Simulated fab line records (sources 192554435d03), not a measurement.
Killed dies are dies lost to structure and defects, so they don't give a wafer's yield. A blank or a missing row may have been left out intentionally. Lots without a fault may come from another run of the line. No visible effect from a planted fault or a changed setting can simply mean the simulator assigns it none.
Which tool did it? -- flow n5 finfet -- 33 wafers from 11 lots sampled at 5 of the route's 1938 steps

WHAT EACH GAUGE READ, for each wafer
N5_SD_EPI_P_OVL_MEAS_10.
lot,measured,on,SD_P_BLK_OVL (nm)
L502,day 3 04:40,overlay-02,1.1 -1.4 0.3
L504,day 3 20:38,overlay-02,0.3 -0.3 0.3
L507,day 4 11:59,overlay-01,0.5 -0.4 -0.4
L508,day 4 17:05,overlay-01,-1.3 0.6 -1.0
L517,day 6 23:57,overlay-02,72.2 70.9 71.7
L518,day 7 05:13,overlay-01,73.1 72.1 72.7
L520,day 7 16:29,overlay-01,-1.2 0.1 -0.1
L521,day 7 23:02,overlay-01,-0.6 0.4 0.0
L522,day 8 07:57,overlay-01,-0.3 0.7 -0.5
L523,day 8 11:02,overlay-02,0.2 -0.2 0.6
L524,day 8 19:03,overlay-02,-0.5 -0.4 -1.1

WHAT TOOL EACH LOT RAN ON (gives the tool, then ch and the chambers of the sampled wafers, and finally the start)
lot,N5_SD_EPI_N_ETCHBACK_44,N5_SD_EPI_N_STRIP_38,N5_SD_EPI_N_VAPOR_ETCH_50,N5_SD_EPI_P_EXPOSE_06
L502,"rie diel-01 ch 0,3, day 3 00:50","plasma asher-01 ch 0,1, day 3 01:11","epi rpcvd-03 ch 0, day 3 01:54","arfi scanner-02 ch 0, day 3 04:30"
L504,"rie diel-04 ch 0,2, day 3 16:39","plasma asher-02 ch 0,1, day 3 17:02","epi rpcvd-01 ch 0, day 3 17:47","arfi scanner-01 ch 0, day 3 20:30"
L507,"rie diel-03 ch 0,1,2, day 4 08:02","plasma asher-01 ch 0,1, day 4 08:23","epi rpcvd-02 ch 0, day 4 09:07","arfi scanner-02 ch 0, day 4 11:50"
L508,"rie diel-01 ch 0,1, day 4 13:15","plasma asher-02 ch 0,1, day 4 13:38","epi rpcvd-01 ch 0, day 4 14:23","arfi scanner-02 ch 0, day 4 16:56"
L517,"rie diel-03 ch 1,3, day 6 20:07","plasma asher-02 ch 1, day 6 20:29","epi rpcvd-03 ch 0, day 6 21:14","arfi scanner-02 ch 0, day 6 23:48"
L518,"rie diel-01 ch 0,2,3, day 7 01:23","plasma asher-01 ch 0,1, day 7 01:45","epi rpcvd-03 ch 0, day 7 02:28","arfi scanner-02 ch 0, day 7 05:04"
L520,"rie diel-03 ch 1,2,3, day 7 12:31","plasma asher-01 ch 0,1, day 7 12:54","epi rpcvd-03 ch 0, day 7 13:40","arfi scanner-03 ch 0, day 7 16:20"
L521,"rie diel-03 ch 0,2,3, day 7 19:03","plasma asher-01 ch 0,1, day 7 19:25","epi rpcvd-03 ch 0, day 7 20:08","arfi scanner-01 ch 0, day 7 22:52"
L522,"rie diel-01 ch 0,1,3, day 8 03:59","plasma asher-02 ch 0,1, day 8 04:21","epi rpcvd-01 ch 0, day 8 05:05","arfi scanner-03 ch 0, day 8 07:48"
L523,"rie diel-01 ch 0,2,3, day 8 07:03","plasma asher-01 ch 0,1, day 8 07:26","epi rpcvd-02 ch 0, day 8 08:13","arfi scanner-01 ch 0, day 8 10:53"
L524,"rie diel-04 ch 1,2,3, day 8 14:26","plasma asher-02 ch 0,1, day 8 14:48","epi rpcvd-03 ch 0, day 8 15:40","arfi scanner-01 ch 0, day 8 18:54"
- N5_SD_EPI_N_ETCHBACK_44: etches SiNx in CH3F/O2, stops on SiO2, target depth 14.5 nm.
- N5_SD_EPI_N_STRIP_38: strips in N2/H2.
- N5_SD_EPI_N_VAPOR_ETCH_50: etches Si in HCl, time 54 s.
- N5_SD_EPI_P_EXPOSE_06: exposes mask SD P BLK, target cd 240 nm.

THE ANSWER, worked out from the rows above alone
Rule: the lots themselves supply what counts as usual. The widest of any qualifying gaps counts: lots, ordered by their means at a reading, are off when they make up no more than a third of the lots, leave a main group of 4 or more, and stand apart from it by 3 or more times the standard deviation of that group's means. Not used: any main group whose means are identical at the precision the tables above print for the reading. Also off: a lot with no number at a reading for which 4 or more lots have one. Where the step has rows for the other lots, those lots are counted as sound.
Off: L517, L518, seen at N5_SD_EPI_P_OVL_MEAS_10 (SD_P_BLK_OVL). The main group has a mean of -0.2 nm with a standard deviation of 0.28.
If a tool, at a process step before that reading, ran all the lots that are off and no sound lot after the first of them, it fits. Gauges at N5_SD_EPI_P_OVL_MEAS_10: tried the same way as those tools. One fits: N5_SD_EPI_P_EXPOSE_06 on arfi scanner-02. Its last sound lot is L508 (day 4 16:56), its first lot that is off L517 (day 6 23:48): a fault that began between those two fits.

WHAT WAS PUT IN BY THE SIMULATOR
Scanner matching overlay: arfi scanner-02, from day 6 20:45 on, at N5_SD_EPI_P_EXPOSE_06. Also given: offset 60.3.
Lots struck among those shown: L517, L518. The rule given above showed the same thing.
